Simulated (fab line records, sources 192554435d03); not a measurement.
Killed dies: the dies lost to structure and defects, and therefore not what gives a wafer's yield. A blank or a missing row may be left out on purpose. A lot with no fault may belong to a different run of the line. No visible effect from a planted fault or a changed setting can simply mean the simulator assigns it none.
fab line records | flow n5-finfet | part 2 of 2: steps 25 to 36 of 36
record lots=5 wafers=15 last-day=19
route steps=1938 shown BEOL_M9@1448 BEOL_M10@1470
lots that met no fault: taken from a fault-free run of the same line
start-h: hours from the record's opening day to when the first of the lot's shown wafers began | wait-h: hours from the lot's prior step to this one | " as in the row above | L1.1+2: one row covering several wafers at once | - no value present, or no start provided | * or withheld: withheld | < > ~ a bound
route shown NAME@n: NAME is a module with steps in the file, n the number in the route of the first one | usual: the fault-free wafers' mean and standard deviation | same: alike in all rows | chamber/n: place in a boat | sites: each site's reading | _std_site: the values' standard deviation | _edge_site: the outer-site mean with the inner-site mean subtracted | radius-mm: how far each site lies from the wafer's centre | mask NAME#n: copy n | behind: tool/chamber where the wafer was last shaped | hold: cause of the lot's hold/its duration in hours/its outcome | device: whichever transistor did not switch (one of n, p or np) | end of line: tests run on the same wafers once the route is complete | for a step that has no rows: nothing shown but its recipe | killed: count of dies lost to structure and defects at first sort (not the wafer's yield) | map: dies across one wafer; x = killed, . = not, _ = none there
set.NAME: setting as actually run; set.NAME@STEP: the setting as run at that earlier step | model.NAME: the simulator's own value behind a step, which no gauge read
certain route steps with their lots: each step a table, each wafer a row
services: from which hour (start-h, from the record's first day; less than 0 if before it) a tool's chamber was out of use, for how many hours, and why
## steps
# step N5_BEOL_M10_THK_MEAS_01
# recipe reads=SiCOH_lowk_of_BEOL_M10_ILD_DEP_00
# usual M10_ILD_THK=268/3.6
# columns lot.wafer tool chamber start-h wait-h M10_ILD_THK[nm]
L074.2 film-metro-01 - 239.35 0.4 263
L074.3 " - " " 261
L074.5 " - " " 267
L077.1 film-metro-02 - 292.18 0.4 264
L077.2 " - " " 267
L077.3 " - " " 269
L090.1 film-metro-01 - 367.91 0.4 264
L090.3 " - " " 262
L090.5 " - " " 271
L092.3 film-metro-02 - 387.04 0.3 264
L092.5 " - " " 266
L092.6 " - " " 272
L094.2 film-metro-01 - 391.36 0.4 272
L094.5 " - " " 272
L094.6 " - " " 270
# step N5_BEOL_M10_PECVD_70
# recipe material=SiO2 target-thk-a=200 temp-c=400 precursor=TEOS/O2 pressure-torr=5.5 rf-w=450 teos-flow-sccm=53.8 gas=O2 flow-sccm=3000 time-s=22.7
# usual heater-power-outer-w=454/61 heater-power-w=763/87 showerhead-plenum-p-Torr=8.79/0.076 throttle-valve-pct=22.8/1.2
# columns lot.wafer tool chamber start-h wait-h heater-power-outer-w heater-power-w showerhead-plenum-p-Torr throttle-valve-pct
L074.2 pecvd-02 0 239.39 0.0 417 716 8.65 22.3
L074.3 " 1 " " 351 643 8.89 24.4
L074.5 " 1 " " 360 637 8.89 24.4
L077.1 pecvd-02 2 292.21 0.0 466 810 8.86 22.1
L077.2 " 1 " " 444 755 8.89 24.6
L077.3 " 0 " " 377 682 8.65 22.4
L090.1 pecvd-04 2 367.95 0.0 408 703 8.88 22.4
L090.3 " 1 " " 623 976 8.84 25.2
L090.5 " 0 " " 441 759 8.71 22.4
L092.3 pecvd-03 2 387.07 0.0 464 699 8.82 21.1
L092.5 " 0 " " 448 757 8.72 23.1
L092.6 " 2 " " 452 698 8.81 21.1
L094.2 pecvd-03 1 391.40 0.0 476 780 8.80 22.7
L094.5 " 1 " " 466 805 8.82 22.3
L094.6 " 2 " " 475 735 8.81 20.9
# step N5_BEOL_M10_HM_DEP_02
# recipe material=TiN target-thk-a=200 temp-c=25 chamber-pressure-pa=0.49996
# usual chamber-pressure-pa=0.4999/0.00096 throttle-valve-pct=30.2/0.7
# columns lot.wafer tool chamber start-h wait-h chamber-pressure-pa throttle-valve-pct
L074.2 pvd-sputter-03 - 242.99 3.6 0.4988 29.7
L074.3 " - " " 0.5010 31.2
L074.5 " - " " 0.4993 29.6
L077.1 pvd-sputter-01 - 295.49 3.3 0.4985 30.9
L077.2 " - " " 0.5014 29.1
L077.3 " - " " 0.4986 31.0
L090.1 pvd-sputter-03 - 369.49 1.5 0.4997 30.1
L090.3 " - " " 0.4984 29.5
L090.5 " - " " 0.4998 29.4
L092.3 pvd-sputter-03 - 388.26 1.2 0.5006 30.9
L092.5 " - " " 0.4989 29.8
L092.6 " - " " 0.5022 30.5
L094.2 pvd-sputter-02 - 393.28 1.9 0.4992 30.5
L094.5 " - " " 0.4995 30.6
L094.6 " - " " 0.4987 30.4
# step N5_BEOL_M10_COAT_59
# recipe resist=SOC temp-c=250 time-s=60 spin-rpm=1500 resist-thk-nm=100
# usual spin-speed-rpm=1500.1/0.98
# columns lot.wafer tool chamber start-h wait-h spin-speed-rpm
L074.2 litho-track-01 0 243.11 0.1 1501.6
L074.3 " 0 " " 1500.2
L074.5 " 0 " " 1500.8
L077.1 litho-track-01 0 295.62 0.1 1500.9
L077.2 " 0 " " 1498.7
L077.3 " 0 " " 1499.9
L090.1 litho-track-02 0 369.62 0.1 1500.2
L090.3 " 0 " " 1499.7
L090.5 " 0 " " 1500.4
L092.3 litho-track-02 0 388.38 0.1 1499.8
L092.5 " 0 " " 1500.6
L092.6 " 0 " " 1501.5
L094.2 litho-track-02 0 393.40 0.1 1499.7
L094.5 " 0 " " 1497.5
L094.6 " 0 " " 1499.9
# step N5_BEOL_M10_COAT_60
# recipe resist=SiARC temp-c=220 time-s=60 spin-rpm=1500 resist-thk-nm=30
# usual spin-speed-rpm=1499.8/1
# columns lot.wafer tool chamber start-h wait-h spin-speed-rpm
L074.2 litho-track-01 0 - - 1500.4
L074.3 " 0 " " 1498.8
L074.5 " 0 " " 1500.6
L077.1 litho-track-01 0 - - 1501.7
L077.2 " 0 " " 1500.5
L077.3 " 0 " " 1498.8
L090.1 litho-track-02 0 - - 1500.6
L090.3 " 0 " " 1500.2
L090.5 " 0 " " 1500.9
L092.3 litho-track-02 0 - - 1500.6
L092.5 " 0 " " 1498.9
L092.6 " 0 " " 1498.7
L094.2 litho-track-02 0 - - 1499.6
L094.5 " 0 " " 1498.7
L094.6 " 0 " " 1499.0
# step N5_BEOL_M10_COAT_05
# recipe resist=CAR-ArF spin-rpm=1500 resist-thk-nm=90
# usual spin-speed-rpm=1500.1/0.87
# columns lot.wafer tool chamber start-h wait-h spin-speed-rpm
L074.2 litho-track-01 0 - - 1499.9
L074.3 " 0 " " 1500.9
L074.5 " 0 " " 1500.8
L077.1 litho-track-01 0 - - 1502.0
L077.2 " 0 " " 1500.3
L077.3 " 0 " " 1499.8
L090.1 litho-track-02 0 - - 1499.5
L090.3 " 0 " " 1500.4
L090.5 " 0 " " 1500.4
L092.3 litho-track-02 0 - - 1500.6
L092.5 " 0 " " 1499.9
L092.6 " 0 " " 1500.6
L094.2 litho-track-02 0 - - 1500.4
L094.5 " 0 " " 1499.7
L094.6 " 0 " " 1499.4
# step N5_BEOL_M10_EBR_07
# recipe solvent=PGMEA ebr-width-mm=1.5
# columns lot.wafer tool chamber start-h wait-h
L074.2+3+5 litho-track-01 0 - -
L077.1+2+3 litho-track-01 0 - -
L090.1+3+5 litho-track-02 0 - -
L092.3+5+6 litho-track-02 0 - -
L094.2+5+6 litho-track-02 0 - -
# step N5_BEOL_M10_SOFTBAKE_06
# recipe temp-c=110 time-s=60 resist=CAR-ArF
# columns lot.wafer tool chamber start-h wait-h
L074.2+3+5 litho-track-01 0 - -
L077.1+2+3 litho-track-01 0 - -
L090.1+3+5 litho-track-02 0 - -
L092.3+5+6 litho-track-02 0 - -
L094.2+5+6 litho-track-02 0 - -
# step N5_BEOL_M10_EXPOSE_08
# recipe mask-id=M10 na=1.35 source-shape=dipole sigma-inner=0.411 sigma-outer=0.611 polarization=te dose-mj=53.75
# columns lot.wafer tool chamber start-h wait-h mask
L074.2+3+5 arfi-scanner-02 0 243.36 - M10#0
L077.1+2+3 arfi-scanner-03 0 295.86 - M10#0
L090.1+3+5 arfi-scanner-01 0 369.74 - M10#0
L092.3+5+6 arfi-scanner-01 0 388.64 - M10#0
L094.2+5+6 arfi-scanner-01 0 393.53 - M10#0
# step N5_BEOL_M10_PEB_09
# recipe peb-temp-c=withheld peb-time-s=60 resist=CAR-ArF
# columns lot.wafer tool chamber start-h wait-h
L074.2+3+5 litho-track-03 0 243.42 0.0
L077.1+2+3 litho-track-02 0 295.92 0.1
L090.1+3+5 litho-track-01 0 369.79 0.1
L092.3+5+6 litho-track-01 0 388.69 0.0
L094.2+5+6 litho-track-03 0 393.58 0.0
# step N5_BEOL_M10_DEVELOP_10
# recipe develop-time-s=30 developer=TMAH resist=CAR-ArF rinse-liquid=diw dry=air-spin dev-temp-c=23
# columns lot.wafer tool chamber start-h wait-h
L074.2+3+5 litho-track-03 0 - -
L077.1+2+3 litho-track-02 0 - -
L090.1+3+5 litho-track-01 0 - -
L092.3+5+6 litho-track-01 0 - -
L094.2+5+6 litho-track-03 0 - -
# step N5_BEOL_M10_CD_MEAS_11
# recipe target-cd-nm=64.1 landing-energy-ev=500 detector=se-inlens polarity=opening
# usual cd-nm=64.1/0.44
# columns lot.wafer tool chamber start-h wait-h cd-nm
L074.2 cd-sem-03 0 243.48 - 64.4
L074.3 " 0 " " 63.3
L074.5 " 0 " " 64.4
L077.1 cd-sem-01 0 295.99 - 64.1
L077.2 " 0 " " 64.5
L077.3 " 0 " " 64.7
L090.1 cd-sem-02 0 369.86 - 63.9
L090.3 " 0 " " 64.6
L090.5 " 0 " " 63.9
L092.3 cd-sem-03 0 388.75 - 64.0
L092.5 " 0 " " 64.4
L092.6 " 0 " " 64.5
L094.2 cd-sem-02 0 393.65 - 63.5
L094.5 " 0 " " 64.4
L094.6 " 0 " " 64.6
## services
# columns tool chamber start-h hours kind
cvd-co-02 - 223.15 3.8 pm
ald-metal-03 1 224.18 4.7 repair
pvd-sputter-01 - 237.91 1.1 repair
arfi-scanner-01 - 260.20 1.0 pm
cvd-co-02 - 271.83 6.9 pm
pecvd-01 1 274.17 12.3 repair
pecvd-01 - 275.27 0.9 repair
uv-cure-01 - 279.90 0.5 repair
uv-cure-02 - 281.24 7.5 pm
pecvd-03 - 286.12 14.6 pm
pecvd-04 2 287.69 4.1 repair
pecvd-04 - 289.55 6.0 pm
pecvd-02 - 298.59 3.4 repair
cmp-02 - 308.14 9.1 pm
ald-metal-03 2 310.55 1.5 repair
cvd-co-02 0 312.38 18.0 repair
arfi-scanner-01 - 315.07 1.3 pm
arfi-scanner-01 - 325.44 0.8 pm
pecvd-02 - 326.95 0.6 repair
pecvd-04 2 331.11 30.4 repair
pecvd-02 - 335.57 2.8 pm
uv-cure-01 - 355.77 0.8 repair
uv-cure-02 - 373.16 0.4 repair
uv-cure-01 - 377.69 6.0 pm
